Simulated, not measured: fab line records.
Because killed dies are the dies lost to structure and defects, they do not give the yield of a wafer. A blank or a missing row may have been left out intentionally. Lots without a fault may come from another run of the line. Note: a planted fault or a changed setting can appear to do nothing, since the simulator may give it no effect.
Split-lot study | flow n5Finfet | 21 wafers read from 7 lots, route of 1938 steps

SPLIT DETAILS
At N5_PASSIVATION_PECVD_53 (deposits SiO2 from TEOS/O2, target thk 800 nm, time 169.4 s), the setting tempC was moved away from the recipe's 400 C on 5 of the 21 wafers read, by +4.0% to +4.2%. For the rest of the wafers, this setting stayed at what the recipe calls for.

The reading comes from the split's own step.

THE READING
SiO2_of_PASSIVATION_PECVD_53.thkNm (the simulator's own value, which no gauge read), in nm, at N5_PASSIVATION_PECVD_53 (deposits SiO2 from TEOS/O2, target thk 800 nm, time 169.4 s). No usual value for it is given in the file. Average 800.4 nm, standard deviation 12 nm, over the 16 wafers here run with the recipe.

wafer  | tool, chamber at the split | tempC as run, C | against the recipe | SiO2_of_PASSIVATION_PECVD_53.thkNm, nm | against lot-mates on the recipe
L074.1 | pecvd-01, 1                | 400             | recipe             | 780.4                                  | -
L074.2 | pecvd-01, 2                | 400             | recipe             | 794.6                                  | -
L074.6 | pecvd-01, 2                | 415.8           | +4.0%              | 732.4                                  | -55.1
L078.2 | pecvd-02, 0                | 400             | recipe             | 783.6                                  | -
L078.3 | pecvd-02, 2                | 416             | +4.0%              | 714                                    | -85.2
L078.4 | pecvd-02, 2                | 400             | recipe             | 814.8                                  | -
L080.1 | pecvd-04, 0                | 400             | recipe             | 805.2                                  | -
L080.3 | pecvd-04, 1                | 400             | recipe             | 799.6                                  | -
L080.4 | pecvd-04, 0                | 400             | recipe             | 822.6                                  | -
L081.2 | pecvd-04, 0                | 400             | recipe             | 802.8                                  | -
L081.4 | pecvd-04, 0                | 400             | recipe             | 810                                    | -
L081.5 | pecvd-04, 2                | 400             | recipe             | 816.6                                  | -
L091.2 | pecvd-04, 2                | 400             | recipe             | 784.6                                  | -
L091.4 | pecvd-04, 0                | 400             | recipe             | 803.8                                  | -
L091.5 | pecvd-04, 2                | 400             | recipe             | 792                                    | -
L089.1 | pecvd-04, 2                | 400             | recipe             | 796.6                                  | -
L089.2 | pecvd-04, 1                | 416.9           | +4.2%              | 708.8                                  | -87.8
L089.3 | pecvd-04, 0                | 416.9           | +4.2%              | 706.6                                  | -90.0
L093.1 | pecvd-01, 1                | 400             | recipe             | 796                                    | -
L093.2 | pecvd-01, 0                | 400             | recipe             | 803                                    | -
L093.4 | pecvd-01, 1                | 416.2           | +4.0%              | 721.2                                  | -78.3

FIT RESULTS
A straight line over all 21 wafers: SiO2_of_PASSIVATION_PECVD_53.thkNm changes by -20.5 nm for each +1% of tempC; r = -0.96; the points scatter about the line by 11 nm.
The same after taking each lot's own level away (the mean of its wafers on the recipe; 21 wafers): -19.4 nm for each +1%; r = -0.96; scatter 9.7 nm.
Per that fit: largest tempC move, reading shift of 82 nm.
The lots' own levels span 787.50 to 809.80 nm, that is 1.9 times the standard deviation above.
Consequently the slope shifts little with the lot-to-lot level, the two slopes agreeing.
Check: for one of the wafers moved furthest among these (+4.2%), held out of the fit, the line's prediction against its lot-mates is -80.6 nm. Against them it came out at -87.8 nm.

OTHER SPLITS ON THESE WAFERS
Note: prior to the reading, these wafers also went through further splits. Each is held against what the fit with the lots' levels taken away leaves over:
other split on the same wafers      | wafers away from the commonest value | r with SiO2_of_PASSIVATION_PECVD_53.thkNm (lot level and that fit taken away)
N5_BEOL_M14_DEVELOP_27 developTimeS | 9                                    | -0.32
N5_BEOL_M15_EXPOSE_25 doseMj        | 6                                    | +0.22
N5_BEOL_M15_PEB_26 pebTempC         | 6                                    | +0.08
N5_MIM_BOT_ETCH_ETCH_00 icpW        | 6                                    | +0.21
N5_PASSIVATION_ETCH_59 timeS        | 7                                    | -0.05

THE FILE'S OWN FIT
SiO2_of_PASSIVATION_PECVD_53.thkNm changes by -19 nm for each +1% of tempC, r = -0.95.
